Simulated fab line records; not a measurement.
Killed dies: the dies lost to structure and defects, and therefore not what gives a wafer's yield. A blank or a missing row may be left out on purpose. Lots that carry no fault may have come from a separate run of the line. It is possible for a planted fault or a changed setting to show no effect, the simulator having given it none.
Matching of chambers + flow n5Finfet + uvCure-01 running N5_BEOL_M10_CURE_72: 3 sister chambers
The step cures SiCOH lowk, time 120 s. 16 wafers are shown with their chamber, then 8 later ones without.

## WAFERS PAIRED WITH THEIR CHAMBERS
| wafer  | chamber | wafer_temp_C_max | lampPowerPct (%) |
|--------|---------|------------------|------------------|
| L074.1 | 0       | 371.8            | 52.28            |
| L074.3 | 0       | 371.9            | 52.33            |
| L074.5 | 0       | 371.7            | 52.22            |
| L076.1 | 2       | 371.9            | 52.31            |
| L076.2 | 2       | 371.8            | 52.30            |
| L076.4 | 2       | 371.6            | 52.22            |
| L082.2 | 2       | 371.1            | 52.36            |
| L082.3 | 2       | 371.7            | 52.26            |
| L082.5 | 2       | 371.7            | 52.18            |
| L085.2 | 2       | 370.8            | 52.27            |
| L085.3 | 2       | 371.3            | 52.39            |
| L085.4 | 2       | 371.1            | 52.34            |
| L084.2 | 2       | 371.3            | 52.29            |
| L084.4 | 2       | 371.3            | 52.38            |
| L084.5 | 2       | 371.1            | 52.40            |
| L088.1 | 1       | 371.5            | 52.31            |

SIGNATURES, as means of the wafers listed above
| reading          | chamber 0 | chamber 1 | chamber 2 | scatter within a chamber |
|------------------|-----------|-----------|-----------|--------------------------|
| wafer_temp_C_max | 371.800   | 371.500   | 371.392   | 0.317                    |
| lampPowerPct     | 52.2767   | 52.3100   | 52.3083   | 0.067                    |
Rule: a wafer's distance from a chamber is the root of the sum, over the readings, of the square of ((its reading less the chamber's mean) divided by the reading's scatter). The wafer belongs to the nearest chamber; if the next one is less than 2 further off, it can't be placed. How the scatter is found: for the shown wafers, subtract from each reading the mean of its chamber, square and add these, divide the total by (wafers less chambers), then take the root.

## WAFERS WITH NO CHAMBER GIVEN
| wafer  | wafer_temp_C_max | lampPowerPct (%) |
|--------|------------------|------------------|
| L088.2 | 371.3            | 52.31            |
| L088.4 | 371.4            | 52.31            |
| L087.1 | 371.8            | 52.37            |
| L087.4 | 372.9            | 52.29            |
| L087.6 | 371.7            | 52.23            |
| L090.2 | 371.7            | 52.40            |
| L090.3 | 371.4            | 52.25            |
| L090.6 | 371.7            | 52.34            |

## WHICH CHAMBER EACH ONE RAN IN
| wafer  | from the rows above          | in truth |
|--------|------------------------------|----------|
| L088.2 | can't be placed: 2 or 1 or 0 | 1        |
| L088.4 | can't be placed: 2 or 1 or 0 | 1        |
| L087.1 | can't be placed: 1 or 0 or 2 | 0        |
| L087.4 | can't be placed: 0 or 1 or 2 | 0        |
| L087.6 | can't be placed: 0 or 1 or 2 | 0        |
| L090.2 | can't be placed: 1 or 2 or 0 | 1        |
| L090.3 | can't be placed: 2 or 1 or 0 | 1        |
| L090.6 | can't be placed: 1 or 0 or 2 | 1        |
Placed correctly: 0 of 8. Unplaceable from these rows: 8, with the true chamber sitting among the candidates in 8. Number placed wrongly: 0.
